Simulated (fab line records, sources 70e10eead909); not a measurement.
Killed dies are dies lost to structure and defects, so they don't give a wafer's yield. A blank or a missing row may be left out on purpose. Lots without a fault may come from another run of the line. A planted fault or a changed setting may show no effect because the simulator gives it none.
Chamber matching | flow nand_harc | NHARC_P_BONDPAD_CMP_32 on cmp-04: 4 sister chambers
The step polishes SiCN, target thk 200 nm. 8 wafers are shown with their chamber, then 10 later ones without.

WAFERS WITH THEIR CHAMBER
wafer  | chamber | motor_current_A (A) | retaining_ring_pressure_frac
L083.6 | 1       | 12.1                | 0.996
L084.6 | 3       | 10.5                | 1.005
L085.2 | 3       | 11.1                | 0.999
L085.4 | 0       | 10.3                | 1.008
L089.4 | 1       | 12.5                | 1.001
L089.5 | 2       | 12.4                | 0.994
L091.1 | 2       | 12.3                | 1.005
L091.3 | 0       | 9.8                 | 0.995

WAFERS WITHOUT THEIR CHAMBER
wafer  | motor_current_A (A) | retaining_ring_pressure_frac
L091.4 | 10.9                | 1.002
L092.1 | 10.4                | 1.000
L092.2 | 12.1                | 0.998
L092.5 | 10.8                | 0.999
L094.1 | 11.2                | 1.008
L094.4 | 10.0                | 1.004
L094.5 | 10.5                | 0.995
L097.1 | 12.0                | 0.998
L097.4 | 10.2                | 1.001
L097.5 | 12.6                | 1.001

WHICH CHAMBER EACH WENT THROUGH
wafer  | from the rows above     | in truth
L091.4 | 3                       | 3
L092.1 | can't be placed: 0 or 3 | 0
L092.2 | can't be placed: 1 or 2 | 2
L092.5 | can't be placed: 3 or 0 | 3
L094.1 | 3                       | 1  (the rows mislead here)
L094.4 | 0                       | 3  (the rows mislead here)
L094.5 | can't be placed: 3 or 0 | 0
L097.1 | can't be placed: 1 or 2 | 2
L097.4 | can't be placed: 0 or 3 | 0
L097.5 | can't be placed: 2 or 1 | 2
Placed correctly: 1 of 10. Can't be placed from these rows: 7 (the true chamber is among the candidates in 7). Placed wrongly: 2.
How it was worked out, from the rows above alone: a wafer's distance from a chamber is the root of the sum, over the readings, of the square of ((its reading less the chamber's mean) divided by the reading's scatter). The wafer belongs to the nearest chamber; if the next one is less than 2 further off, it can't be placed. A chamber's mean is the mean of its shown wafers. The scatter: the root of (the sum of the squares of (reading less its chamber's mean) over the shown wafers, divided by (wafers less chambers)).
